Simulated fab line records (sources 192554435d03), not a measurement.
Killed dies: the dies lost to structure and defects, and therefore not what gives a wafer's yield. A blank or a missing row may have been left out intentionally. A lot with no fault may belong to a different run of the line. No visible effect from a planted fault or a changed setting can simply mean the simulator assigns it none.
Which tool was responsible? | flow n5 finfet | 36 wafers from 12 lots sampled at 4 of the route's 1938 steps

## WHAT THE GAUGES SHOWED, per wafer
The record holds no reading of a measuring or inspecting step that can be judged against a usual standard deviation.

## EACH LOT AND THE TOOL THAT RAN IT (in order: tool; ch and the chambers of the sampled wafers; start)
lot  | N5_BEOL_M0_PRE_CLEAN_113     | N5_PASSIVATION_DESCUM_32           | N5_PASSIVATION_PECVD_35         | N5_PASSIVATION_PROBE_49
L948 | pvd sputter-02, day 5 19:07  | rie diel-01 ch 0,2, day 12 19:16   | pecvd-02 ch 0,1, day 12 20:32   | prober-02, day 13 00:17
L949 | pvd sputter-03, day 6 02:50  | rie diel-06 ch 2,3, day 13 09:21   | pecvd-02 ch 0,1,2, day 13 10:36 | -
L950 | pvd sputter-01, day 6 16:56  | rie diel-01 ch 1,3, day 13 09:59   | pecvd-03 ch 2, day 13 11:15     | -
L951 | pvd sputter-01, day 6 17:01  | rie diel-03 ch 1,2,3, day 13 16:37 | pecvd-04 ch 0,1,2, day 13 17:51 | -
L952 | pvd sputter-03, day 6 19:26  | rie diel-03 ch 0,1,2, day 13 13:25 | pecvd-02 ch 0,2, day 13 14:51   | -
L954 | pvd sputter-01, day 7 13:23  | rie diel-01 ch 0,1,2, day 14 04:55 | pecvd-04 ch 0,1, day 14 06:09   | -
L955 | pvd sputter-01, day 7 13:34  | rie diel-01 ch 0,2, day 14 13:08   | pecvd-02 ch 0,1, day 14 14:22   | -
L956 | pvd sputter-01, day 8 02:09  | rie diel-01 ch 0,2,3, day 14 13:20 | pecvd-04 ch 0,1,2, day 14 14:35 | prober-01, day 14 18:17
L963 | pvd sputter-01, day 9 16:24  | rie diel-06 ch 0,2,3, day 16 04:17 | pecvd-03 ch 0,2, day 16 05:40   | prober-02, day 16 09:22
L966 | pvd sputter-02, day 10 14:49 | rie diel-06 ch 1,3, day 17 11:34   | pecvd-03 ch 1,2, day 17 12:58   | prober-01, day 17 16:46
L967 | pvd sputter-02, day 11 00:56 | rie diel-03 ch 0,2, day 16 21:05   | pecvd-03 ch 0,1,2, day 16 22:17 | -
L969 | pvd sputter-03, day 11 09:07 | rie diel-01 ch 0,1,2, day 18 04:44 | pecvd-02 ch 0,2, day 18 06:22   | -
- N5_BEOL_M0_PRE_CLEAN_113: time 30 s.
- N5_PASSIVATION_DESCUM_32: chemistry O2, time 7.9 s.
- N5_PASSIVATION_PECVD_35: deposits SiNx from SiH4/NH3/N2, target thk 700 nm, time 151.3 s.
- N5_PASSIVATION_PROBE_49

## AS READ BY THE TOOLS THEMSELVES (means over the sampled wafers that have a number; for cases with no such wafer, the mark the record gives instead)
N5_BEOL_M0_PRE_CLEAN_113. Usual: 331 W for heater power w, sd 42.
lot  | tool           | heater power w (W) | flag
L948 | pvd sputter-02 | 346                |
L949 | pvd sputter-03 | 339                |
L950 | pvd sputter-01 | 318                |
L951 | pvd sputter-01 | 322                |
L952 | pvd sputter-03 | 306                |
L954 | pvd sputter-01 | 333                |
L955 | pvd sputter-01 | 356                |
L956 | pvd sputter-01 | 340                |
L963 | pvd sputter-01 | 338                |
L966 | pvd sputter-02 | 391                |
L967 | pvd sputter-02 | 345                |
L969 | pvd sputter-03 | 310                |

N5_PASSIVATION_DESCUM_32. Usual: drypump motor current A 5.8 A, standard deviation 0.55; oes product au 0.81 a.u., standard deviation 0.079; rf vpp V 244.1 V, standard deviation 1.2; showerhead plenum p Torr 2.14 Torr, standard deviation 0.055; temp c 40.01 C, standard deviation 0.11; throttle valve pct 20.30 %, standard deviation 0.25.
lot  | tool        | drypump motor current A (A) | oes product au (a.u.) | rf vpp V (V) | showerhead plenum p Torr (Torr) | temp c (C) | throttle valve pct (%) | flag
L948 | rie diel-01 | 6.0                         | 0.75                  | 244.8        | 2.18                            | 40.16      | 20.24                  |
L949 | rie diel-06 | 6.0                         | 0.92                  | 243.6        | 2.10                            | 40.01      | 20.13                  |
L950 | rie diel-01 | 6.0                         | 0.90                  | 244.4        | 2.19                            | 40.04      | 20.02                  |
L951 | rie diel-03 | 5.5                         | 0.74                  | 244.0        | 2.10                            | 39.97      | 20.68                  |
L952 | rie diel-03 | 5.2                         | 0.76                  | 242.7        | 2.12                            | 39.98      | 20.51                  |
L954 | rie diel-01 | 5.8                         | 0.80                  | 244.9        | 2.18                            | 40.01      | 20.13                  |
L955 | rie diel-01 | 5.9                         | 0.75                  | 245.4        | 2.17                            | 40.06      | 20.27                  |
L956 | rie diel-01 | 6.0                         | 0.79                  | 244.0        | 2.16                            | 40.13      | 20.23                  |
L963 | rie diel-06 | 5.8                         | 0.89                  | 244.1        | 2.13                            | 39.89      | 20.25                  |
L966 | rie diel-06 | 6.2                         | 0.90                  | 244.5        | 2.18                            | 40.07      | 20.38                  |
L967 | rie diel-03 | 5.1                         | 0.77                  | 244.0        | 2.10                            | 39.93      | 20.63                  |
L969 | rie diel-01 | 5.8                         | 0.78                  | 244.5        | 2.17                            | 40.03      | 20.19                  |

N5_PASSIVATION_PECVD_35. Usual: heater power w 352 W, standard deviation 110; showerhead plenum p Torr 8.67 Torr, standard deviation 0.035; throttle valve pct 28.8 %, standard deviation 1.5.
lot  | tool     | heater power w (W) | showerhead plenum p Torr (Torr) | throttle valve pct (%) | flag
L948 | pecvd-02 | 379                | 8.67                            | 28.3                   |
L949 | pecvd-02 | 372                | 8.67                            | 28.6                   |
L950 | pecvd-03 | 179                | 8.74                            | 27.4                   |
L951 | pecvd-04 | 428                | 8.66                            | 28.8                   |
L952 | pecvd-02 | 368                | 8.69                            | 29.0                   |
L954 | pecvd-04 | 465                | 8.66                            | 29.1                   |
L955 | pecvd-02 | 316                | 8.69                            | 29.0                   |
L956 | pecvd-04 | 368                | 8.66                            | 28.8                   |
L963 | pecvd-03 | 408                | 8.66                            | 29.7                   |
L966 | pecvd-03 | 197                | 8.68                            | 28.4                   |
L967 | pecvd-03 | 342                | 8.67                            | 29.0                   |
L969 | pecvd-02 | 330                | 8.69                            | 29.7                   |

N5_PASSIVATION_PROBE_49. Usual: defect limited yield 91.4 %, standard deviation 1.5; killed_at_M0_to_M3 34, standard deviation 10; killed_at_M4_up 15, standard deviation 6; killed at contacts 12, standard deviation 6; killed at front end 37, standard deviation 11; killed at other 3.3, standard deviation 2.8; killed dies 101, standard deviation 18; killed on rim 14, standard deviation 4.4; killed open 66, standard deviation 14; killed short 33, standard deviation 7.8; sort_bin_5_function 5.0 %, standard deviation 0.97; sort_bin_6_memory 3.2 %, standard deviation 0.72; sort n pass 1079, standard deviation 18; sort yield pct 91.4 %, standard deviation 1.5.
lot  | tool      | defect limited yield (%) | killed_at_M0_to_M3 | killed_at_M4_up | killed at contacts | killed at front end | killed at other | killed dies | killed on rim | killed open | killed short | sort_bin_5_function (%) | sort_bin_6_memory (%) | sort n pass | sort yield pct (%) | flag
L948 | prober-02 | 92.5                     | 32                 | 10              | 11                 | 28                  | 5.7             | 88          | 11            | 55          | 32           | 4.0                     | 3.2                   | 1092        | 92.5               |
L956 | prober-01 | 86.2                     | 91                 | 23              | 9                  | 37                  | 2.0             | 162         | 22            | 74          | 45           | 7.8                     | 4.0                   | 1018        | 86.2               | OFF
L963 | prober-02 | 86.5                     | 80                 | 19              | 18                 | 39                  | 4.3             | 160         | 22            | 84          | 35           | 8.0                     | 4.1                   | 1020        | 86.5               | OFF
L966 | prober-01 | 90.9                     | 36                 | 10              | 20                 | 40                  | 1.0             | 108         | 17            | 69          | 33           | 4.7                     | 3.6                   | 1072        | 90.9               |

## THE ANSWER, worked out from the rows above alone
Rule: a lot counts as off when the mean over its wafers that have a number is more than 3 standard deviations away from the usual mean. Also off: a lot with no number at a reading for which 4 or more lots have one. The other lots that the step has rows for count as sound. First the gauges in route order, then the tools' own readings, where a lot's mean is used as printed above. At the first step where some lot is off, the reading lying furthest off is the one used; lots without a number count as furthest.
Off, at N5_PASSIVATION_PROBE_49 on killed_at_M0_to_M3: L956, L963. Neither off nor sound, because the step has no rows for them: L949, L950, L951, L952, L954, L955, L967, L969.
If a tool, at that step or one of the process steps before it, ran each lot that is off and ran no sound lot following the first of them, it fits. One fits: N5_BEOL_M0_PRE_CLEAN_113 on pvd sputter-01. It ran no sound lot before its first lot that is off in this sample, so the start can't be narrowed down.

## WHAT THE SIMULATOR PUT IN
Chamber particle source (pvd sputter-01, N5_BEOL_M0_PRE_CLEAN_113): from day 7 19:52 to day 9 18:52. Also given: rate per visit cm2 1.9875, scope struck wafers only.
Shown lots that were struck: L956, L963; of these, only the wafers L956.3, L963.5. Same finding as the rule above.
